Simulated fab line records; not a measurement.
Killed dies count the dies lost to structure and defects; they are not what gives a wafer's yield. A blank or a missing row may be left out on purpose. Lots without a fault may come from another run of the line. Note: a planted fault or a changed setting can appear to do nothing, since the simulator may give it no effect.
Matching of chambers | flow n5Finfet | N5_BEOL_M5_ILD_DEP_00 on pecvd-04 has 3 sister chambers
The step deposits SiCOH lowk from DEMS/porogen, target thk 140.64 nm, time 25.9 s. 3 wafers are shown with their chamber, then 7 later ones without.

== WAFERS WITH THEIR CHAMBER ==
wafer  | chamber | throttleValvePct (%)
L082.4 | 1       | 14.7
L082.5 | 0       | 14.1
L087.4 | 2       | 12.1

== WAFERS WITH NO CHAMBER GIVEN ==
wafer  | throttleValvePct (%)
L087.6 | 14.2
L095.4 | 14.2
L095.5 | 14.7
L095.6 | 12.4
L097.2 | 14.5
L097.3 | 12.2
L097.5 | 12.3

== CHAMBER TAKEN BY EACH ==
wafer  | from the rows above     | in truth
L087.6 | 0                       | 0
L095.4 | 0                       | 0
L095.5 | 1                       | 1
L095.6 | 2                       | 2
L097.2 | can't be placed: 1 or 0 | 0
L097.3 | 2                       | 2
L097.5 | 2                       | 2
6 of 7 placed correctly. From these rows, 1 cannot be placed; in 1 the true chamber is one of the candidates. Wrongly placed: 0.
How it was worked out, from the rows above alone: a wafer's distance from a chamber is the root of the sum, over the readings, of the square of ((its reading less the chamber's mean) divided by the reading's scatter). If the next closest chamber is less than 2 further off than the closest, the wafer can't be placed; otherwise it belongs to the closest. A chamber's mean is the mean of its shown wafers. The scatter (one wafer shown for each chamber): square how far every hidden wafer sits from the nearest shown wafer, average those squares and take the square root.
